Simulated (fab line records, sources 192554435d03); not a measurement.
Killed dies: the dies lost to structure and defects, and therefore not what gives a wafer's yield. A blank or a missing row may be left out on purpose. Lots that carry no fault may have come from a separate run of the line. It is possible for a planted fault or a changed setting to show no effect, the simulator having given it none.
Matching of chambers ; flow n5-finfet ; cmp-03 running N5_MOL_CONTACT_COAG_CMP_23: 4 sister chambers
The step polishes, stops on SiO2, t overpolish 1.5 s, target thk 0 nm. 7 wafers are shown with their chamber, then 7 later ones without.

## WAFERS, EACH WITH ITS CHAMBER
wafer;chamber;motor-current-A (A);time-to-endpoint-s (s)
L081.4;3;8.2;10.0
L082.3;3;8.3;10.7
L084.1;2;8.1;4.6
L085.1;0;9.1;8.6
L085.3;2;7.8;5.9
L085.4;1;8.2;5.0
L086.2;0;8.3;5.8

## WAFERS WITHOUT THEIR CHAMBER
wafer;motor-current-A (A);time-to-endpoint-s (s)
L086.4;8.0;3.9
L087.1;8.7;10.1
L087.4;8.2;6.3
L091.2;8.2;10.0
L095.1;7.6;6.9
L095.3;8.5;8.1
L095.4;8.7;8.6

## THE CHAMBER EACH PASSED THROUGH
wafer;from the rows above;in truth
L086.4;can't be placed: 1 or 2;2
L087.1;can't be placed: 3 or 0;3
L087.4;can't be placed: 1 or 2 or 0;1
L091.2;3;3
L095.1;can't be placed: 2 or 1 or 0 or 3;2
L095.3;can't be placed: 0 or 3 or 1 or 2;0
L095.4;can't be placed: 0 or 3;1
1 of 7 placed correctly. Not placeable from these rows: 6 (in 5, the candidates include the true chamber). Placed wrongly: 0.
How it was worked out, from the rows above alone: a wafer's distance from a chamber is the root of the sum, over the readings, of the square of ((its reading less the chamber's mean) divided by the reading's scatter). The wafer belongs to the nearest chamber; if the next one is less than 2 further off, it can't be placed. The mean given for a chamber averages the wafers shown for that chamber. The scatter: take each reading less its chamber's mean, square it, sum over the shown wafers, divide by the number of wafers less the number of chambers, and take the root.
